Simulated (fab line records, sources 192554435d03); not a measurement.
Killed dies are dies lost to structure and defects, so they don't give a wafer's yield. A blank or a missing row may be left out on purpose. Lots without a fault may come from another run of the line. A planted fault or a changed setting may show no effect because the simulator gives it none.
Chamber matching | flow n5_finfet | N5_ILD0_CMP_12 on cmp-03: 4 sister chambers
The step polishes SiNx, stops on poly-Si, t overpolish 6 s, target thk 17.67 nm. 8 wafers are shown with their chamber, then 8 later ones without.

WAFERS WITH THEIR CHAMBER
wafer  | chamber | motor_current_A (A) | time_to_endpoint_s (s)
L075.5 | 2       | 9.3                 | 28.3
L075.6 | 1       | 9.1                 | 25.4
L079.5 | 2       | 8.8                 | 29.8
L079.6 | 3       | 11.2                | 29.8
L084.2 | 0       | 8.2                 | 34.0
L084.3 | 3       | 10.9                | 34.2
L084.4 | 1       | 9.1                 | 30.6
L089.3 | 0       | 8.5                 | 28.0

WAFERS WITHOUT THEIR CHAMBER
wafer  | motor_current_A (A) | time_to_endpoint_s (s)
L089.4 | 8.4                 | 29.6
L089.5 | 10.4                | 29.0
L090.2 | 8.9                 | 30.0
L090.3 | 8.2                 | 32.7
L090.4 | 10.6                | 33.6
L095.2 | 8.6                 | 34.6
L095.3 | 8.8                 | 34.8
L095.6 | 11.3                | 34.6

WHICH CHAMBER EACH WENT THROUGH
wafer  | from the rows above          | in truth
L089.4 | 0                            | 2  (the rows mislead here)
L089.5 | 3                            | 3
L090.2 | can't be placed: 2 or 1 or 0 | 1
L090.3 | 0                            | 0
L090.4 | 3                            | 3
L095.2 | can't be placed: 0 or 2 or 1 | 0
L095.3 | can't be placed: 2 or 0 or 1 | 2
L095.6 | 3                            | 3
Placed correctly: 4 of 8. Can't be placed from these rows: 3 (the true chamber is among the candidates in 3). Placed wrongly: 1.
How it was worked out, from the rows above alone: a wafer's distance from a chamber is the root of the sum, over the readings, of the square of ((its reading less the chamber's mean) divided by the reading's scatter). The wafer belongs to the nearest chamber; if the next one is less than 2 further off, it can't be placed. A chamber's mean is the mean of its shown wafers. The scatter: the root of (the sum of the squares of (reading less its chamber's mean) over the shown wafers, divided by (wafers less chambers)).
